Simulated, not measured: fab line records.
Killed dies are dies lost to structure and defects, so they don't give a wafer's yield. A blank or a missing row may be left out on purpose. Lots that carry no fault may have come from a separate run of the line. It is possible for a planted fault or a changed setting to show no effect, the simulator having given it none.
The tool behind it: which one? | flow n5-finfet | 24 lots, 72 wafers sampled, at 5 steps of a route of 1938

== WHAT EACH GAUGE READ, for each wafer ==
N5_BEOL_M13_INSPECT_55: inspects for defects (darkfield).
lot  | measured     | on                | raw-defect-count
L076 | day 11 09:29 | defect-inspect-02 | 51 41 53
L074 | day 11 12:10 | defect-inspect-02 | 104 95 51
L075 | day 11 17:04 | defect-inspect-02 | 67 71 53
L077 | day 12 05:23 | defect-inspect-01 | 70 66 46
L078 | day 12 08:34 | defect-inspect-01 | 86 83 97
L079 | day 12 15:40 | defect-inspect-02 | 50 92 49
L080 | day 12 19:24 | defect-inspect-01 | 69 44 78
L081 | day 13 05:55 | defect-inspect-02 | 59 44 37
L083 | day 13 10:42 | defect-inspect-02 | 76 72 49
L082 | day 13 11:57 | defect-inspect-02 | 72 72 62
L084 | day 13 17:28 | defect-inspect-01 | 37 86 43
L085 | day 14 18:55 | defect-inspect-01 | 40 66 73
L086 | day 14 19:38 | defect-inspect-02 | 73 54 93
L088 | day 14 19:44 | defect-inspect-01 | 61 52 53
L091 | day 14 20:17 | defect-inspect-01 | 78 79 27
L087 | day 14 22:28 | defect-inspect-01 | 54 66 70
L090 | day 15 05:07 | defect-inspect-02 | 105 77 90
L089 | day 15 08:01 | defect-inspect-01 | 82 60 55
L094 | day 16 04:31 | defect-inspect-01 | 57 26 58
L092 | day 16 06:12 | defect-inspect-02 | 151 60 65
L093 | day 16 09:25 | defect-inspect-02 | 107 69 97
L095 | day 16 09:22 | defect-inspect-01 | 60 38 92
L097 | day 16 23:11 | defect-inspect-01 | 47 57 46
L096 | day 16 22:14 | defect-inspect-01 | 33 55 40

== EACH LOT AND THE TOOL THAT RAN IT (in order: tool; ch and the chambers of the sampled wafers; start) ==
lot  | N5_BEOL_M12_ETCH_38                | N5_BEOL_M12_DEP_53              | N5_BEOL_M13_DESCUM_15              | N5_BEOL_M13_SPUTTER_45
L076 | rie-diel-02 ch 1,3, day 11 02:50   | pecvd-03 ch 0,2, day 11 04:53   | rie-diel-01 ch 1,2, day 11 05:40   | pvd-sputter-02, day 11 08:26
L074 | rie-diel-06 ch 0,2, day 11 05:40   | pecvd-03 ch 0,1, day 11 07:26   | rie-diel-04 ch 1,2,3, day 11 08:17 | pvd-sputter-02, day 11 10:55
L075 | rie-diel-02 ch 0,3, day 11 10:39   | pecvd-04 ch 0,1, day 11 12:14   | rie-diel-01 ch 1,3, day 11 12:55   | pvd-sputter-03, day 11 15:31
L077 | rie-diel-06 ch 0,1,2, day 11 19:49 | pecvd-01 ch 0,1,2, day 11 21:18 | rie-diel-04 ch 0,1,3, day 11 21:58 | pvd-sputter-03, day 12 04:22
L078 | rie-diel-02 ch 0,3, day 12 01:01   | pecvd-03 ch 0,1,2, day 12 02:34 | rie-diel-01 ch 1,2,3, day 12 03:16 | pvd-sputter-02, day 12 07:32
L079 | rie-diel-02 ch 0,3, day 12 07:42   | pecvd-03 ch 0,1, day 12 11:16   | rie-diel-01 ch 0,1, day 12 12:18   | pvd-sputter-03, day 12 14:29
L080 | rie-diel-03 ch 1,3, day 12 11:29   | pecvd-01 ch 0,1, day 12 12:59   | rie-diel-01 ch 0,2, day 12 14:09   | pvd-sputter-01, day 12 18:22
L081 | rie-diel-03 ch 0,1, day 12 20:22   | pecvd-01 ch 0,2, day 12 22:25   | rie-diel-01 ch 1,2,3, day 12 23:29 | pvd-sputter-03, day 13 04:53
L083 | rie-diel-03 ch 1,3, day 13 04:39   | pecvd-03 ch 1,2, day 13 06:35   | rie-diel-01 ch 0,2, day 13 07:15   | pvd-sputter-01, day 13 09:41
L082 | rie-diel-06 ch 1,3, day 13 05:11   | pecvd-04 ch 0,1, day 13 06:51   | rie-diel-04 ch 0,1, day 13 07:38   | pvd-sputter-01, day 13 10:54
L084 | rie-diel-03 ch 2,3, day 13 10:21   | pecvd-03 ch 1,2, day 13 12:01   | rie-diel-01 ch 0,1,2, day 13 12:52 | pvd-sputter-03, day 13 16:26
L085 | rie-diel-02 ch 0,2,3, day 14 09:19 | pecvd-01 ch 0,1,2, day 14 11:02 | rie-diel-05 ch 0,1,2, day 14 11:46 | pvd-sputter-01, day 14 17:39
L086 | rie-diel-02 ch 0,2,3, day 14 09:25 | pecvd-01 ch 0,1,2, day 14 11:29 | rie-diel-05 ch 0,1,2, day 14 12:09 | pvd-sputter-02, day 14 18:02
L088 | rie-diel-02 ch 0,2,3, day 14 09:32 | pecvd-03 ch 1,2, day 14 11:55   | rie-diel-01 ch 0,1,2, day 14 12:43 | pvd-sputter-01, day 14 18:03
L091 | rie-diel-06 ch 0,3, day 14 12:58   | pecvd-04 ch 0,1,2, day 14 14:24 | rie-diel-05 ch 0,1,2, day 14 15:04 | pvd-sputter-01, day 14 18:29
L087 | rie-diel-03 ch 0,2,3, day 14 17:10 | pecvd-03 ch 1,2, day 14 18:34   | rie-diel-04 ch 1,2, day 14 19:14   | pvd-sputter-01, day 14 21:27
L090 | rie-diel-02 ch 0,1, day 14 21:40   | pecvd-03 ch 0,1,2, day 14 23:28 | rie-diel-04 ch 1,2,3, day 15 00:16 | pvd-sputter-01, day 15 04:05
L089 | rie-diel-03 ch 0,2, day 14 23:02   | pecvd-04 ch 1,2, day 15 01:16   | rie-diel-05 ch 0,3, day 15 02:33   | pvd-sputter-02, day 15 06:51
L094 | rie-diel-02 ch 0,1,3, day 15 21:12 | pecvd-03 ch 1,2, day 15 22:50   | rie-diel-01 ch 0,1,2, day 15 23:30 | pvd-sputter-01, day 16 03:28
L092 | rie-diel-03 ch 0,1,3, day 16 00:10 | pecvd-01 ch 0,1,2, day 16 01:46 | rie-diel-05 ch 1,2,3, day 16 02:34 | pvd-sputter-03, day 16 04:55
L093 | rie-diel-03 ch 2,3, day 16 00:50   | pecvd-03 ch 0,1, day 16 02:17   | rie-diel-01 ch 0,2,3, day 16 03:05 | pvd-sputter-02, day 16 08:24
L095 | rie-diel-02 ch 0,3, day 16 01:04   | pecvd-03 ch 1,2, day 16 02:41   | rie-diel-01 ch 0,1, day 16 03:23   | pvd-sputter-03, day 16 08:20
L097 | rie-diel-06 ch 2,3, day 16 13:25   | pecvd-01 ch 1,2, day 16 14:55   | rie-diel-04 ch 0,1, day 16 15:58   | pvd-sputter-03, day 16 22:10
L096 | rie-diel-02 ch 0,1,3, day 16 14:28 | pecvd-01 ch 0,1,2, day 16 16:34 | rie-diel-01 ch 0,2,3, day 16 17:25 | pvd-sputter-03, day 16 21:04
- N5_BEOL_M12_ETCH_38: etches SiCN in CF4/N2, target depth 68.7 nm, time 73.4 s.
- N5_BEOL_M12_DEP_53: deposits SiCN from 3MS/NH3, target thk 30 nm, time 10.5 s.
- N5_BEOL_M13_DESCUM_15: chemistry O2, time 7.9 s.
- N5_BEOL_M13_SPUTTER_45: material Cu, target thk 80 nm, time 13.33 s.

== AS READ BY THE TOOLS THEMSELVES (means over the sampled wafers that have a number; for cases with no such wafer, the mark the record gives instead) ==
N5_BEOL_M12_ETCH_38.
lot  | tool        | drypump-motor-current-A (A) | oes-product-au (a.u.) | rf-vpp-V (V) | showerhead-plenum-p-Torr (Torr) | throttle-valve-pct (%)
L076 | rie-diel-02 | 5.67                        | 0.71                  | 382.2        | 2.20                            | 15.90
L074 | rie-diel-06 | 5.94                        | 0.79                  | 384.0        | 2.30                            | 15.50
L075 | rie-diel-02 | 5.57                        | 0.70                  | 382.5        | 2.17                            | 15.83
L077 | rie-diel-06 | 5.83                        | 0.78                  | 383.8        | 2.27                            | 15.59
L078 | rie-diel-02 | 5.55                        | 0.69                  | 381.4        | 2.17                            | 15.84
L079 | rie-diel-02 | 5.57                        | 0.68                  | 382.3        | 2.18                            | 15.68
L080 | rie-diel-03 | 5.50                        | 0.74                  | 383.7        | 2.28                            | 15.49
L081 | rie-diel-03 | 5.45                        | 0.72                  | 381.2        | 2.16                            | 15.57
L083 | rie-diel-03 | 5.49                        | 0.73                  | 384.8        | 2.28                            | 15.50
L082 | rie-diel-06 | 5.26                        | 0.70                  | 379.9        | 2.12                            | 15.49
L084 | rie-diel-03 | 5.99                        | 0.85                  | 382.9        | 2.27                            | 15.23
L085 | rie-diel-02 | 5.52                        | 0.86                  | 381.7        | 2.17                            | 15.40
L086 | rie-diel-02 | 5.50                        | 0.87                  | 380.8        | 2.17                            | 15.40
L088 | rie-diel-02 | 5.52                        | 0.87                  | 382.1        | 2.17                            | 15.41
L091 | rie-diel-06 | 5.41                        | 0.71                  | 380.3        | 2.15                            | 15.45
L087 | rie-diel-03 | 5.86                        | 0.81                  | 381.8        | 2.19                            | 15.32
L090 | rie-diel-02 | 5.77                        | 1.00                  | 382.4        | 2.23                            | 15.22
L089 | rie-diel-03 | 5.72                        | 0.78                  | 380.5        | 2.12                            | 15.42
L094 | rie-diel-02 | 5.70                        | 0.95                  | 382.0        | 2.19                            | 15.32
L092 | rie-diel-03 | 5.58                        | 0.83                  | 382.0        | 2.22                            | 15.37
L093 | rie-diel-03 | 5.98                        | 0.81                  | 383.9        | 2.26                            | 15.28
L095 | rie-diel-02 | 5.63                        | 0.92                  | 381.4        | 2.17                            | 15.27
L097 | rie-diel-06 | 5.92                        | 0.80                  | 383.4        | 2.25                            | 15.37
L096 | rie-diel-02 | 5.66                        | 0.92                  | 381.9        | 2.19                            | 15.34

N5_BEOL_M12_DEP_53.
lot  | tool     | showerhead-plenum-p-Torr (Torr) | throttle-valve-pct (%)
L076 | pecvd-03 | 4.169                           | 18.9
L074 | pecvd-03 | 4.160                           | 19.3
L075 | pecvd-04 | 4.173                           | 18.1
L077 | pecvd-01 | 4.153                           | 18.4
L078 | pecvd-03 | 4.161                           | 18.6
L079 | pecvd-03 | 4.167                           | 18.8
L080 | pecvd-01 | 4.151                           | 18.0
L081 | pecvd-01 | 4.149                           | 18.7
L083 | pecvd-03 | 4.164                           | 18.2
L082 | pecvd-04 | 4.181                           | 18.1
L084 | pecvd-03 | 4.159                           | 17.9
L085 | pecvd-01 | 4.159                           | 18.3
L086 | pecvd-01 | 4.160                           | 18.3
L088 | pecvd-03 | 4.164                           | 17.9
L091 | pecvd-04 | 4.149                           | 18.5
L087 | pecvd-03 | 4.163                           | 18.0
L090 | pecvd-03 | 4.165                           | 18.6
L089 | pecvd-04 | 4.174                           | 18.4
L094 | pecvd-03 | 4.162                           | 18.4
L092 | pecvd-01 | 4.159                           | 18.4
L093 | pecvd-03 | 4.167                           | 19.1
L095 | pecvd-03 | 4.163                           | 18.3
L097 | pecvd-01 | 4.157                           | 17.7
L096 | pecvd-01 | 4.157                           | 18.3

N5_BEOL_M13_DESCUM_15.
lot  | tool        | drypump-motor-current-A (A) | oes-product-au (a.u.) | rf-vpp-V (V) | showerhead-plenum-p-Torr (Torr) | throttle-valve-pct (%)
L076 | rie-diel-01 | 5.9                         | 0.81                  | 241.0        | 2.02                            | 20.27
L074 | rie-diel-04 | 5.7                         | 0.88                  | 244.7        | 2.23                            | 20.32
L075 | rie-diel-01 | 6.2                         | 0.79                  | 243.4        | 2.04                            | 20.16
L077 | rie-diel-04 | 5.5                         | 0.82                  | 244.1        | 2.18                            | 20.42
L078 | rie-diel-01 | 5.8                         | 0.78                  | 242.0        | 2.04                            | 20.36
L079 | rie-diel-01 | 6.2                         | 0.74                  | 243.7        | 2.11                            | 20.35
L080 | rie-diel-01 | 5.8                         | 0.73                  | 243.1        | 2.12                            | 20.53
L081 | rie-diel-01 | 5.8                         | 0.77                  | 242.5        | 2.04                            | 20.38
L083 | rie-diel-01 | 5.4                         | 0.74                  | 243.1        | 2.07                            | 20.60
L082 | rie-diel-04 | 5.3                         | 0.76                  | 244.2        | 2.12                            | 20.42
L084 | rie-diel-01 | 5.9                         | 0.75                  | 242.1        | 2.06                            | 20.42
L085 | rie-diel-05 | 5.8                         | 0.78                  | 242.7        | 2.08                            | 20.61
L086 | rie-diel-05 | 5.8                         | 0.78                  | 242.6        | 2.08                            | 20.60
L088 | rie-diel-01 | 5.9                         | 0.75                  | 241.7        | 2.06                            | 20.42
L091 | rie-diel-05 | 5.8                         | 0.78                  | 241.9        | 2.08                            | 20.61
L087 | rie-diel-04 | 5.8                         | 0.82                  | 244.9        | 2.20                            | 20.39
L090 | rie-diel-04 | 5.7                         | 0.83                  | 245.2        | 2.22                            | 20.35
L089 | rie-diel-05 | 6.1                         | 0.93                  | 243.9        | 2.13                            | 20.16
L094 | rie-diel-01 | 5.9                         | 0.74                  | 242.3        | 2.06                            | 20.44
L092 | rie-diel-05 | 5.9                         | 0.80                  | 242.7        | 2.07                            | 20.45
L093 | rie-diel-01 | 5.7                         | 0.72                  | 243.1        | 2.08                            | 20.52
L095 | rie-diel-01 | 6.2                         | 0.72                  | 243.5        | 2.10                            | 20.39
L097 | rie-diel-04 | 5.6                         | 0.77                  | 244.6        | 2.15                            | 20.52
L096 | rie-diel-01 | 5.8                         | 0.72                  | 243.6        | 2.08                            | 20.53

N5_BEOL_M13_SPUTTER_45.
lot  | tool           | chuck-gas-flow-sccm (sccm) | throttle-valve-pct (%)
L076 | pvd-sputter-02 | 1.25                       | 29.7
L074 | pvd-sputter-02 | 1.21                       | 30.3
L075 | pvd-sputter-03 | 1.26                       | 29.8
L077 | pvd-sputter-03 | 1.29                       | 30.5
L078 | pvd-sputter-02 | 1.30                       | 30.4
L079 | pvd-sputter-03 | 1.23                       | 30.5
L080 | pvd-sputter-01 | 1.27                       | 30.2
L081 | pvd-sputter-03 | 1.23                       | 30.4
L083 | pvd-sputter-01 | 1.29                       | 30.1
L082 | pvd-sputter-01 | 1.29                       | 30.1
L084 | pvd-sputter-03 | 1.37                       | 30.4
L085 | pvd-sputter-01 | 1.31                       | 29.8
L086 | pvd-sputter-02 | 1.24                       | 29.7
L088 | pvd-sputter-01 | 1.29                       | 30.1
L091 | pvd-sputter-01 | 1.28                       | 30.2
L087 | pvd-sputter-01 | 1.27                       | 30.2
L090 | pvd-sputter-01 | 1.29                       | 30.2
L089 | pvd-sputter-02 | 1.29                       | 29.5
L094 | pvd-sputter-01 | 1.30                       | 30.0
L092 | pvd-sputter-03 | 1.24                       | 30.7
L093 | pvd-sputter-02 | 1.25                       | 30.1
L095 | pvd-sputter-03 | 1.25                       | 30.6
L097 | pvd-sputter-03 | 1.29                       | 30.3
L096 | pvd-sputter-03 | 1.28                       | 29.0

== THE ANSWER, worked out from the rows above alone ==
Rule: the usual values come from the lots themselves. Put in order of their means at a reading, lots are off if they are a third of the lots or fewer, leave a main group of 4 or more, and stand apart from it by a gap of 3 or more times the standard deviation of the main group's means; of several such gaps the widest counts. A main group is skipped when, at the precision printed for the reading in the tables above, its means are all equal. Also off: a lot with no number at a reading for which 4 or more lots have one. All remaining lots with rows at the step are treated as sound. After the gauges, taken in route order, come the tools' own readings; for these a lot's mean is taken, as printed above. At the first step where some lot is off, the reading lying furthest off is the one used; lots without a number count as furthest.
Nothing can be told from this: no lot is off at any reading shown.

== WHAT THE SIMULATOR HAD INSERTED ==
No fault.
